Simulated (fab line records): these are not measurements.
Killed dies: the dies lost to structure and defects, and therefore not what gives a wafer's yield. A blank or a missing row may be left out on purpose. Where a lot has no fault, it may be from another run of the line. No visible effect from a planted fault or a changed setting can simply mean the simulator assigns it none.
Split-lot study + flow n5-finfet + 21 wafers read across 7 lots, on a route 1938 steps long

THE SPLIT ITSELF
At N5_MIM_TOP_ETCH_PECVD_03 (deposits SiNx from SiH4/NH3/N2, target thk 20 nm, time 17.6 s), the setting time-s was moved away from the recipe's 17.6 s on 11 of the 21 wafers read, by -11.8% to +5.5%. For the rest of the wafers, this setting stayed at what the recipe calls for.

FROM THE SPLIT TO THE READING: what the file shows between them, 5 steps
- N5_MIM_BOT_LITHO_DEVELOP_07: develop time 60 s (also split here: develop-time-s)
- N5_MIM_BOT_LITHO_HARDBAKE_09: time 120 s
- N5_MIM_BOT_LITHO_CD_MEAS_08: target cd 3000 nm
- N5_MIM_BOT_ETCH_ETCH_00: etches TiN in Cl2/BCl3, target depth 45.5 nm
- N5_MIM_BOT_ETCH_STRIP_01: strips in O2

THE READING
SiNx_of_MIM_TOP_ETCH_PECVD_03.thk-nm (the simulator's own value, which no gauge read), in nm, at N5_MIM_BOT_ETCH_STRIP_02 (strips in post etch residue remover, time 1200 s). No usual value for it is given in the file. Here, 10 wafers ran the recipe; their average is 19.5 nm with a standard deviation of 0.25 nm.

| wafer  | tool, chamber at the split | time-s as run, s | against the recipe | SiNx_of_MIM_TOP_ETCH_PECVD_03.thk-nm, nm | against lot-mates on the recipe |
|--------|----------------------------|------------------|--------------------|------------------------------------------|---------------------------------|
| L074.2 | pecvd-02, 2                | 16.77            | -4.7%              | 18.6                                     | -1.0                            |
| L074.3 | pecvd-02, 1                | 17.6             | recipe             | 19.6                                     | -                               |
| L074.5 | pecvd-02, 2                | 16.77            | -4.7%              | 19.2                                     | -0.4                            |
| L078.3 | pecvd-02, 2                | 16.51            | -6.2%              | 18.6                                     | -1.0                            |
| L078.5 | pecvd-02, 2                | 16.51            | -6.2%              | 18.8                                     | -0.8                            |
| L078.6 | pecvd-02, 1                | 17.6             | recipe             | 19.6                                     | -                               |
| L082.3 | pecvd-02, 1                | 18.57            | +5.5%              | 20.6                                     | no lot-mate on the recipe       |
| L082.5 | pecvd-02, 0,1              | 18.57            | +5.5%              | 20.8                                     | no lot-mate on the recipe       |
| L082.6 | pecvd-02, 0,1              | 18.57            | +5.5%              | 20.8                                     | no lot-mate on the recipe       |
| L085.1 | pecvd-02, 0                | 17.6             | recipe             | 19.6                                     | -                               |
| L085.2 | pecvd-02, 1                | 15.53            | -11.8%             | 17.2                                     | -2.5                            |
| L085.6 | pecvd-02, 1                | 17.6             | recipe             | 19.8                                     | -                               |
| L090.2 | pecvd-02, 0                | 16.41            | -6.8%              | 18                                       | no lot-mate on the recipe       |
| L090.4 | pecvd-02, 2                | 16.41            | -6.8%              | 18.6                                     | no lot-mate on the recipe       |
| L090.5 | pecvd-02, 1                | 16.41            | -6.8%              | 18.8                                     | no lot-mate on the recipe       |
| L091.2 | pecvd-01, 2                | 17.6             | recipe             | 19                                       | -                               |
| L091.3 | pecvd-01, 0                | 17.6             | recipe             | 19.2                                     | -                               |
| L091.5 | pecvd-01, 0                | 17.6             | recipe             | 19.4                                     | -                               |
| L094.3 | pecvd-04, 0,2              | 17.6             | recipe             | 19.8                                     | -                               |
| L094.4 | pecvd-04, 0,2              | 17.6             | recipe             | 19.8                                     | -                               |
| L094.5 | pecvd-04, 2                | 17.6             | recipe             | 19.6                                     | -                               |
The file does not say which wafer passed through which chamber wherever a row lists several chambers: such a row stands for several wafers.

THE FIT
A straight line over all 21 wafers: SiNx_of_MIM_TOP_ETCH_PECVD_03.thk-nm changes by +0.182 nm for each +1% of time-s; r = +0.95; the points scatter about the line by 0.28 nm.
The same after taking each lot's own level away (the mean of its wafers on the recipe; 15 wafers): +0.187 nm for each +1%; r = +0.96; scatter 0.21 nm.
According to that fit, moving time-s by its largest amount changes the reading by 2.2 nm.
The span of the lots' own levels, 19.20 to 19.73 nm, comes to 2.1 times the standard deviation stated above.
So the lot-to-lot level changes the slope little: the two slopes agree.
Check: for one of the wafers moved furthest among these (-11.8%), held out of the fit, the line's prediction against its lot-mates is -1.72 nm. Against them it came out at -2.5 nm.

THESE WAFERS: OTHER SPLITS
Before the reading, these wafers also passed through other splits. Each is held against what the fit with the lots' levels taken away leaves over:
| other split on the same wafers             | wafers away from the commonest value | r with SiNx_of_MIM_TOP_ETCH_PECVD_03.thk-nm (lot level and that fit taken away) |
|--------------------------------------------|--------------------------------------|---------------------------------------------------------------------------------|
| N5_BEOL_M15_COAT_22 spin-rpm               | 5                                    | -0.35                                                                           |
| N5_MIM_BOT_LITHO_DEVELOP_07 develop-time-s | 6                                    | +0.44                                                                           |

THE WHOLE CHAIN: every reading that the file lists as answering this split, in the file's order
| step                     | what it does                                                  | reading                                                                               | change (the file's fit)               | r (the file's) |
|--------------------------|---------------------------------------------------------------|---------------------------------------------------------------------------------------|---------------------------------------|----------------|
| N5_MIM_TOP_ETCH_PECVD_03 | deposits SiNx from SiH4/NH3/N2, target thk 20 nm, time 17.6 s | SiNx_of_MIM_TOP_ETCH_PECVD_03.thk-nm (the simulator's own value, which no gauge read) | +0.199 nm for each +1% of the setting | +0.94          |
| N5_MIM_BOT_ETCH_STRIP_02 | strips in post etch residue remover, time 1200 s              | SiNx_of_MIM_TOP_ETCH_PECVD_03.thk-nm (the simulator's own value, which no gauge read) | +0.192 nm for each +1% of the setting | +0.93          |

FILE'S OWN FIT
SiNx_of_MIM_TOP_ETCH_PECVD_03.thk-nm changes by +0.192 nm for each +1% of time-s, r = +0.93.
